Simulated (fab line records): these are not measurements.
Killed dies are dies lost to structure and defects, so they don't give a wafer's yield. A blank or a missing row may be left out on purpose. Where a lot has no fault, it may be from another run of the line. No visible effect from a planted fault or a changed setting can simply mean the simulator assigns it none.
fab line records -- flow n5_finfet
record: lots: 11, wafers: 33, last_day: 19
route steps=1938 shown BEOL_M15@1823 MIM_TOP_LITHO@1843 PASSIVATION@1936
lots untouched by any fault: they come from a run of this same line in which no faults occurred
start_h: the number of hours between the record's first day and the start of the first shown wafer of the lot -- wait_h: hours since the lot's step before -- " as in the row above -- L1.1+2: one row covering several wafers at once -- - either no value or no given start -- * or withheld: withheld -- < > ~ a bound
route shown NAME@n: a module of which the file shows steps, and the number in the route of the first -- usual: average and standard deviation across the fault-free wafers -- same: alike in all rows -- chamber/n: place in a boat -- sites: readings site by site -- _std_site: how widely they spread, as a standard deviation -- _edge_site: inner sites' mean taken away from outer sites' mean -- radius_mm: how far each site lies from the wafer's centre -- mask NAME#n: copy n -- behind: the tool/chamber that last shaped the wafer -- hold: why the lot went on hold/how many hours it stayed there/how the hold came to an end -- device: whichever transistor did not switch (one of n, p or np) -- end of line: tests run on the same wafers once the route is complete -- step lacking rows: just its recipe -- killed: dies lost to structure and defects at the first sort, not the wafer's yield -- map: dies across one wafer; x = killed, . = not, _ = none there
set.NAME: the run value of the setting; set.NAME@STEP: its run value at that earlier step -- model.NAME: the simulator's own value behind a step, which no gauge read
one table for each step of the route and one row for each wafer, over a sample of lots
services: from which hour (start_h, from the record's first day; less than 0 if before it) a tool's chamber was out of use, for how many hours, and why
== steps ==
step: N5_BEOL_M15_ANNEAL_48
recipe: temp_c: 225, time_s: 90, ambient: N2
usual: wafer_temp_C_max: 225.9/0.32
lot.wafer,tool,chamber,start_h,wait_h,wafer_temp_C_max
L476.1,rtp_anneal-02,0,252.82,0.2,225.5
L476.3,rtp_anneal-02,0,252.82,0.2,225.8
L476.5,rtp_anneal-02,0,252.82,0.2,225.5
L479.1,rtp_anneal-02,0,276.11,0.2,225.6
L479.4,rtp_anneal-02,0,276.11,0.2,225.6
L479.6,rtp_anneal-02,0,276.11,0.2,225.7
L477.2,rtp_anneal-02,0,282.24,0.6,225.9
L477.4,rtp_anneal-02,0,282.24,0.6,225.7
L477.6,rtp_anneal-02,0,282.24,0.6,225.6
L480.2,rtp_anneal-01,0,293.71,0.2,226.1
L480.4,rtp_anneal-01,0,293.71,0.2,226.3
L480.6,rtp_anneal-01,0,293.71,0.2,225.9
L482.1,rtp_anneal-01,0,309.23,0.2,226.4
L482.3,rtp_anneal-01,0,309.23,0.2,226.4
L482.5,rtp_anneal-01,0,309.23,0.2,226.4
L489.2,rtp_anneal-02,0,355.12,0.2,225.6
L489.3,rtp_anneal-02,0,355.12,0.2,225.8
L489.6,rtp_anneal-02,0,355.12,0.2,225.7
L490.2,rtp_anneal-02,0,358.48,0.3,225.5
L490.3,rtp_anneal-02,0,358.48,0.3,225.7
L490.4,rtp_anneal-02,0,358.48,0.3,225.5
L494.3,rtp_anneal-02,0,377.83,0.2,225.9
L494.5,rtp_anneal-02,0,377.83,0.2,225.8
L494.6,rtp_anneal-02,0,377.83,0.2,225.8
L495.2,rtp_anneal-02,0,389.79,0.3,225.8
L495.3,rtp_anneal-02,0,389.79,0.3,225.6
L495.4,rtp_anneal-02,0,389.79,0.3,225.6
L496.3,rtp_anneal-02,0,416.67,0.2,225.6
L496.5,rtp_anneal-02,0,416.67,0.2,225.6
L496.6,rtp_anneal-02,0,416.67,0.2,225.8
L499.3,rtp_anneal-01,0,430.13,0.4,226.4
L499.4,rtp_anneal-01,0,430.13,0.4,226.1
L499.5,rtp_anneal-01,0,430.13,0.4,226.4
step: N5_BEOL_M15_CMP_49
recipe: stop_on: SiO2, t_overpolish_s: 4.9, down_force_psi: 2, platen_rpm: 80, clearing_platen_down_force_psi: 2, clearing_platen_rpm: 80, post_cmp_clean: cu_alkaline, target_thk_nm: 850, clearing_platen_pad_velocity_m_s: 1.5917, pad_velocity_m_s: 1.5917
usual: barrier_field_endpoint_s: 11.35/0.3, motor_current_A: 8.1/0.76, overpolish_run_s: 4.900/0.0082
lot.wafer,tool,chamber,start_h,wait_h,barrier_field_endpoint_s,motor_current_A,overpolish_run_s
L476.1,cmp-01,3,253.13,0.3,10.91,7.4,4.897
L476.3,cmp-01,1,253.13,0.3,11.57,8.4,4.909
L476.5,cmp-01,0,253.13,0.3,11.24,8.6,4.891
L479.4,cmp-04,3,276.44,0.2,11.61,9.5,4.909
L479.1,cmp-04,0,276.44,0.2,11.10,8.8,4.894
L479.6,cmp-04,3,276.44,0.2,11.46,9.9,4.906
L477.2,cmp-03,2,282.51,0.2,10.98,7.8,4.905
L477.4,cmp-03,3,282.51,0.2,11.27,6.7,4.907
L477.6,cmp-03,3,282.51,0.2,11.22,6.6,4.900
L480.2,cmp-03,1,293.96,0.2,11.79,8.3,4.885
L480.4,cmp-03,2,293.96,0.2,11.17,8.2,4.908
L480.6,cmp-03,2,293.96,0.2,11.61,8.2,4.909
L482.3,cmp-01,2,309.53,0.2,11.23,7.3,4.893
L482.1,cmp-01,0,309.53,0.2,11.54,8.8,4.906
L482.5,cmp-01,2,309.53,0.2,11.26,7.5,4.882
L489.2,cmp-03,2,355.45,0.3,10.91,8.1,4.901
L489.3,cmp-03,3,355.45,0.3,11.47,6.3,4.910
L489.6,cmp-03,1,355.45,0.3,11.32,9.0,4.895
L490.4,cmp-01,2,358.77,0.2,11.22,8.1,4.892
L490.3,cmp-01,3,358.77,0.2,11.34,7.3,4.893
L490.2,cmp-01,0,358.77,0.2,11.30,8.7,4.908
L494.3,cmp-01,3,378.15,0.3,11.93,7.4,4.904
L494.6,cmp-01,0,378.15,0.3,11.81,8.5,4.901
L494.5,cmp-01,1,378.15,0.3,12.11,7.9,4.897
L495.2,cmp-01,3,390.06,0.2,10.97,7.2,4.893
L495.4,cmp-01,1,390.06,0.2,11.44,8.6,4.913
L495.3,cmp-01,2,390.06,0.2,10.95,7.9,4.899
L496.3,cmp-01,1,416.99,0.3,11.50,8.4,4.897
L496.5,cmp-01,2,416.99,0.3,10.99,7.3,4.901
L496.6,cmp-01,3,416.99,0.3,11.37,7.2,4.918
L499.4,cmp-04,0,430.34,0.1,11.18,8.3,4.898
L499.3,cmp-04,1,430.34,0.1,11.40,8.2,4.899
L499.5,cmp-04,1,430.34,0.1,11.20,8.6,4.905
step: N5_MIM_TOP_LITHO_EXPOSE_05
recipe: mask_id: MIM_TOP, na: 0.55, source_shape: conventional, sigma_outer: 0.8, polarization: unpolarized, target_cd_nm: 2000, dose_mj: 20.5
usual: exposure_dose_mJ_cm2: 20.482/0.019
lot.wafer,tool,chamber,start_h,wait_h,mask,exposure_dose_mJ_cm2
L476.1,krf_scanner-01,0,259.01,-,MIM_TOP#0,20.475
L476.3,krf_scanner-01,0,259.01,-,MIM_TOP#0,20.486
L476.5,krf_scanner-01,0,259.01,-,MIM_TOP#0,20.474
L479.1,krf_scanner-02,0,280.47,-,MIM_TOP#0,20.476
L479.4,krf_scanner-02,0,280.47,-,MIM_TOP#0,20.500
L479.6,krf_scanner-02,0,280.47,-,MIM_TOP#0,20.509
L477.2,krf_scanner-01,0,287.30,-,MIM_TOP#0,20.490
L477.4,krf_scanner-01,0,287.30,-,MIM_TOP#0,20.517
L477.6,krf_scanner-01,0,287.30,-,MIM_TOP#0,20.522
L480.2,krf_scanner-01,0,297.83,-,MIM_TOP#0,20.441
L480.4,krf_scanner-01,0,297.83,-,MIM_TOP#0,20.472
L480.6,krf_scanner-01,0,297.83,-,MIM_TOP#0,20.485
L482.1,krf_scanner-01,0,314.71,-,MIM_TOP#0,20.450
L482.3,krf_scanner-01,0,314.71,-,MIM_TOP#0,20.479
L482.5,krf_scanner-01,0,314.71,-,MIM_TOP#0,20.499
L489.2,krf_scanner-01,0,360.28,-,MIM_TOP#0,21.006
L489.3,krf_scanner-01,0,360.28,-,MIM_TOP#0,20.971
L489.6,krf_scanner-01,0,360.28,-,MIM_TOP#0,21.021
L490.2,krf_scanner-01,0,363.64,-,MIM_TOP#0,20.910
L490.3,krf_scanner-01,0,363.64,-,MIM_TOP#0,20.903
L490.4,krf_scanner-01,0,363.64,-,MIM_TOP#0,20.899
L494.3,krf_scanner-02,0,383.43,-,MIM_TOP#0,20.467
L494.5,krf_scanner-02,0,383.43,-,MIM_TOP#0,20.444
L494.6,krf_scanner-02,0,383.43,-,MIM_TOP#0,20.485
L495.2,krf_scanner-02,0,394.74,-,MIM_TOP#0,20.467
L495.3,krf_scanner-02,0,394.74,-,MIM_TOP#0,20.491
L495.4,krf_scanner-02,0,394.74,-,MIM_TOP#0,20.487
L496.3,krf_scanner-02,0,419.84,-,MIM_TOP#0,20.474
L496.5,krf_scanner-02,0,419.84,-,MIM_TOP#0,20.471
L496.6,krf_scanner-02,0,419.84,-,MIM_TOP#0,20.471
L499.3,krf_scanner-02,0,435.42,-,MIM_TOP#0,20.477
L499.4,krf_scanner-02,0,435.42,-,MIM_TOP#0,20.472
L499.5,krf_scanner-02,0,435.42,-,MIM_TOP#0,20.475
step: N5_MIM_TOP_LITHO_CD_MEAS_08
recipe: target_cd_nm: 2000, landing_energy_ev: 500, detector: se_inlens
usual: cd_nm: 1999.4/1.7
same: landing_energy_ev: 500
lot.wafer,tool,chamber,start_h,wait_h,cd_nm
L476.1,cd_sem-02,0,259.19,-,1999.9
L476.3,cd_sem-02,0,259.19,-,1998.9
L476.5,cd_sem-02,0,259.19,-,2002.4
L479.1,cd_sem-03,0,280.65,-,1997.8
L479.4,cd_sem-03,0,280.65,-,1998.7
L479.6,cd_sem-03,0,280.65,-,1998.6
L477.2,cd_sem-03,0,287.47,-,1998.8
L477.4,cd_sem-03,0,287.47,-,1996.8
L477.6,cd_sem-03,0,287.47,-,1998.1
L480.2,cd_sem-02,0,298.00,-,1998.7
L480.4,cd_sem-02,0,298.00,-,1999.9
L480.6,cd_sem-02,0,298.00,-,1999.5
L482.1,cd_sem-02,0,314.88,-,2001.0
L482.3,cd_sem-02,0,314.88,-,1997.8
L482.5,cd_sem-02,0,314.88,-,1999.2
L489.2,cd_sem-02,0,360.46,-,1993.5
L489.3,cd_sem-02,0,360.46,-,1996.5
L489.6,cd_sem-02,0,360.46,-,1995.3
L490.2,cd_sem-03,0,363.81,-,1992.4
L490.3,cd_sem-03,0,363.81,-,1994.6
L490.4,cd_sem-03,0,363.81,-,1995.6
L494.3,cd_sem-03,0,383.60,-,2000.5
L494.5,cd_sem-03,0,383.60,-,1999.2
L494.6,cd_sem-03,0,383.60,-,1999.6
L495.2,cd_sem-03,0,394.91,-,2002.7
L495.3,cd_sem-03,0,394.91,-,1997.8
L495.4,cd_sem-03,0,394.91,-,1997.4
L496.3,cd_sem-03,0,420.01,-,1999.0
L496.5,cd_sem-03,0,420.01,-,2000.5
L496.6,cd_sem-03,0,420.01,-,1998.0
L499.3,cd_sem-03,0,435.58,-,2000.6
L499.4,cd_sem-03,0,435.58,-,1998.3
L499.5,cd_sem-03,0,435.58,-,1999.2
step: N5_MIM_TOP_LITHO_OVL_MEAS_11
recipe: points_per_wafer: 44
usual: MIM_TOP_OVL: -1/5.4
same: points_per_wafer: 44
lot.wafer,tool,chamber,start_h,wait_h,MIM_TOP_OVL[nm]
L476.1,overlay-02,0,259.22,0.0,-4
L476.3,overlay-02,0,259.22,0.0,-3
L476.5,overlay-02,0,259.22,0.0,-7
L479.1,overlay-02,0,280.68,0.0,11
L479.4,overlay-02,0,280.68,0.0,6
L479.6,overlay-02,0,280.68,0.0,10
L477.2,overlay-02,0,287.50,0.0,-1
L477.4,overlay-02,0,287.50,0.0,-1
L477.6,overlay-02,0,287.50,0.0,7
L480.2,overlay-01,0,298.03,0.0,3
L480.4,overlay-01,0,298.03,0.0,1
L480.6,overlay-01,0,298.03,0.0,3
L482.1,overlay-02,0,314.91,0.0,-2
L482.3,overlay-02,0,314.91,0.0,0
L482.5,overlay-02,0,314.91,0.0,4
L489.2,overlay-02,0,360.48,0.0,-2
L489.3,overlay-02,0,360.48,0.0,3
L489.6,overlay-02,0,360.48,0.0,4
L490.2,overlay-01,0,363.84,0.0,-12
L490.3,overlay-01,0,363.84,0.0,-5
L490.4,overlay-01,0,363.84,0.0,-8
L494.3,overlay-02,0,383.63,0.0,2
L494.5,overlay-02,0,383.63,0.0,6
L494.6,overlay-02,0,383.63,0.0,3
L495.2,overlay-01,0,394.94,0.0,-5
L495.3,overlay-01,0,394.94,0.0,-5
L495.4,overlay-01,0,394.94,0.0,-5
L496.3,overlay-02,0,420.03,0.0,-9
L496.5,overlay-02,0,420.03,0.0,-8
L496.6,overlay-02,0,420.03,0.0,3
L499.3,overlay-02,0,435.61,0.0,-5
L499.4,overlay-02,0,435.61,0.0,3
L499.5,overlay-02,0,435.61,0.0,-1
step: N5_PASSIVATION_PROBE_49
usual: defect_limited_yield: 91.4/1.5, killed_at_M0_to_M3: 35/12, killed_at_M4_up: 13/5.8, killed_at_contacts: 12/5.5, killed_at_front_end: 36/9.9, killed_at_other: 4/3.7, killed_dies: 101/18, killed_on_rim: 13/4.1, killed_open: 66/13, killed_short: 33/8, sort_bin_5_function: 5.0/1, sort_bin_6_memory: 3.2/0.67, sort_n_pass: 1079/18, sort_yield_pct: 91.4/1.5
same: gross_dies: 1180, killed_at_back_side: 0, sort_bin_4_leakage[%]: 0, sort_bin_8_speed[%]: 0
lot.wafer,tool,chamber,start_h,wait_h,defect_limited_yield[%],killed_at_M0_to_M3,killed_at_M4_up,killed_at_contacts,killed_at_front_end,killed_at_other,killed_dies,killed_on_rim,killed_open,killed_short,sort_bin_5_function[%],sort_bin_6_memory[%],sort_n_pass,sort_yield_pct[%]
L479.1,prober-02,-,290.28,0.0,89.2,47,40,9,30,1,127,17,85,40,5.9,4.6,1053,89.2
L479.4,prober-02,-,290.43,0.2,89.9,38,21,9,48,3,119,12,83,36,6.4,3.6,1061,89.9
L479.6,prober-02,-,290.53,0.3,89.2,34,29,10,54,1,128,13,88,39,6.1,4.6,1052,89.2
L490.2,prober-01,-,373.96,0.1,93.2,26,6,3,42,3,80,12,41,31,3.6,2.2,1100,93.2
L490.3,prober-01,-,374.01,0.1,91.0,35,9,17,35,10,106,7,64,42,4.9,3.9,1074,91.0
L490.4,prober-01,-,374.06,0.2,91.9,34,10,10,22,20,96,8,66,29,4.6,3.4,1084,91.9
L494.3,prober-02,-,393.72,0.1,93.7,22,11,7,25,9,74,8,52,20,4.2,2.0,1106,93.7
L494.5,prober-02,-,393.82,0.2,93.1,31,12,8,27,4,82,7,57,23,4.8,1.9,1098,93.1
L494.6,prober-02,-,393.87,0.3,92.6,24,18,8,36,1,87,13,50,33,3.9,3.0,1093,92.6
killed by level:class
L479.1 BEOL_M4:geometric_particle:open=26 BEOL_M2:geometric_particle:open=12 BEOL_M0_SAQP:geometric_particle:short=11 BEOL_M3:geometric_particle:open=10 BEOL_M4:geometric_particle:short=9 MOL_CONTACT_COAG:geometric_particle:open=8 GATE_CUT:geometric_particle:short=7 DUMMY_GATE:geometric_particle:open=5
L479.4 STI_FIN_REVEAL:geometric_particle:open=16 BEOL_M2:geometric_particle:open=13 FIN_SAQP:geometric_particle:open=9 BEOL_M3:geometric_particle:open=9 BEOL_M4:geometric_particle:open=9 FIN_SAQP:geometric_particle:short=8 MOL_CONTACT_COAG:geometric_particle:open=5 BEOL_M0_SAQP:geometric_particle:open=5
L479.6 BEOL_M4:geometric_particle:open=15 STI_FIN_REVEAL:geometric_particle:open=14 BEOL_M2:geometric_particle:open=13 MOL_CONTACT_COAG:geometric_particle:open=8 STI_FIN_REVEAL:geometric_particle:short=8 BEOL_M3:geometric_particle:open=7 FIN_SAQP:geometric_particle:open=5 BEOL_M1:geometric_particle:short=5
L490.2 FIN_SAQP:geometric_particle:open=11 FIN_SAQP:geometric_particle:short=9 BEOL_M0_SAQP:geometric_particle:short=7 BEOL_M3:geometric_particle:open=7 HKMG_FIN:area_etch=7 BEOL_M0_SAQP:geometric_particle:open=6 GATE_CUT:geometric_particle:short=4 STARTING-WAFER:geometric_particle:short=3
L490.3 MOL_CONTACT_COAG:geometric_particle:open=14 BEOL_M0_SAQP:geometric_particle:short=13 BEOL_M0_SAQP:geometric_particle:open=10 STI_FIN_REVEAL:geometric_particle:open=8 FIN_SAQP:geometric_particle:short=7 BEOL_M3:geometric_particle:open=6 FIN_SAQP:geometric_particle:open=4 DUMMY_GATE:geometric_particle:open=4
L490.4 PASS1_CAP:geometric_particle:open=9 MOL_CONTACT_COAG:geometric_particle:open=8 BEOL_M0_SAQP:geometric_particle:open=8 PASS1_CAP:geometric_particle:short=7 DUMMY_GATE:geometric_particle:open=6 BEOL_M0_SAQP:geometric_particle:short=6 BEOL_M2:geometric_particle:open=6 BEOL_M3:geometric_particle:open=6
L494.3 BEOL_M0_SAQP:geometric_particle:open=9 MOL_CONTACT_COAG:geometric_particle:open=7 MIM_TOP:geometric_particle:open=6 STI_FIN_REVEAL:geometric_particle:open=4 GATE_CUT:geometric_particle:open=4 BEOL_M0_SAQP:geometric_particle:short=4 FIN_SAQP:geometric_particle:open=3 GATE_CUT:geometric_particle:short=3
L494.5 STI_FIN_REVEAL:geometric_particle:open=10 BEOL_M4:geometric_particle:open=8 BEOL_M1:geometric_particle:open=7 BEOL_M2:geometric_particle:open=7 MOL_CONTACT_COAG:geometric_particle:open=6 BEOL_M0_SAQP:geometric_particle:open=6 BEOL_M0_SAQP:geometric_particle:short=3 BEOL_M3:geometric_particle:open=3
L494.6 BEOL_M4:geometric_particle:open=10 BEOL_M0_SAQP:geometric_particle:short=8 BEOL_M3:geometric_particle:open=8 MOL_CONTACT_COAG:geometric_particle:open=7 FIN_SAQP:geometric_particle:short=6 FIN_SAQP:geometric_particle:open=6 BEOL_M0_SAQP:geometric_particle:open=5 STI_FIN_REVEAL:geometric_particle:open=4
== services ==
tool,chamber,start_h,hours,kind
krf_scanner-02,-,230.76,1.0,pm
cmp-01,-,232.37,3.3,pm
cmp-03,-,239.45,2.6,repair
cmp-03,-,256.88,0.8,repair
cmp-04,-,258.84,4.0,pm
cmp-03,-,265.70,3.4,pm
cmp-04,-,278.23,0.5,repair
krf_scanner-01,-,279.65,1.0,pm
krf_scanner-01,-,287.93,2.7,repair
krf_scanner-02,-,299.29,0.8,pm
cmp-03,-,318.99,4.0,pm
krf_scanner-01,0,356.39,-,calibration
krf_scanner-02,-,359.67,3.6,pm
cmp-04,-,360.79,8.1,pm
cmp-01,-,365.02,7.7,pm
cmp-04,-,371.85,2.7,repair
cmp-04,-,376.36,11.1,pm
krf_scanner-01,-,383.21,1.3,pm
cmp-04,-,396.04,18.9,repair
krf_scanner-01,-,398.44,4.0,pm
krf_scanner-02,-,402.46,1.0,pm
krf_scanner-02,-,403.46,4.0,pm
krf_scanner-02,-,407.48,1.3,pm
cmp-03,-,425.72,0.9,repair
== key ==
first_sign: step: N5_MIM_TOP_LITHO_EXPOSE_05, reading: exposure_dose_mJ_cm2, direction: up, sigmas: 24, usual: 20.482, struck: 20.952
effect: step: N5_MIM_TOP_LITHO_CD_MEAS_08, reading: cd_nm, direction: down, sigmas: 2.8, usual: 1999.4, struck: 1994.7, through: control_loop
met_at N5_MIM_TOP_LITHO_EXPOSE_05
struck_lots L489,L490
loop_trim: step: N5_MIM_TOP_LITHO_EXPOSE_05, setting: dose, lots: L490
not_acting_at N5_BEOL_M15_ANNEAL_48,N5_BEOL_M15_CMP_49,N5_MIM_TOP_LITHO_OVL_MEAS_11
onset_between 314.71 360.28
fault: kind: process_parameter_drift, tool: krf_scanner-01, chamber: -, onset_h: 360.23, steps: N5_MIM_TOP_LITHO_EXPOSE_05, channel: dose_mj, offset: 0.52613, shape: step, acts_in: these_recipes_only, stated: 20.5
loop_trim: a control loop set the setting to another value than it would have without faults
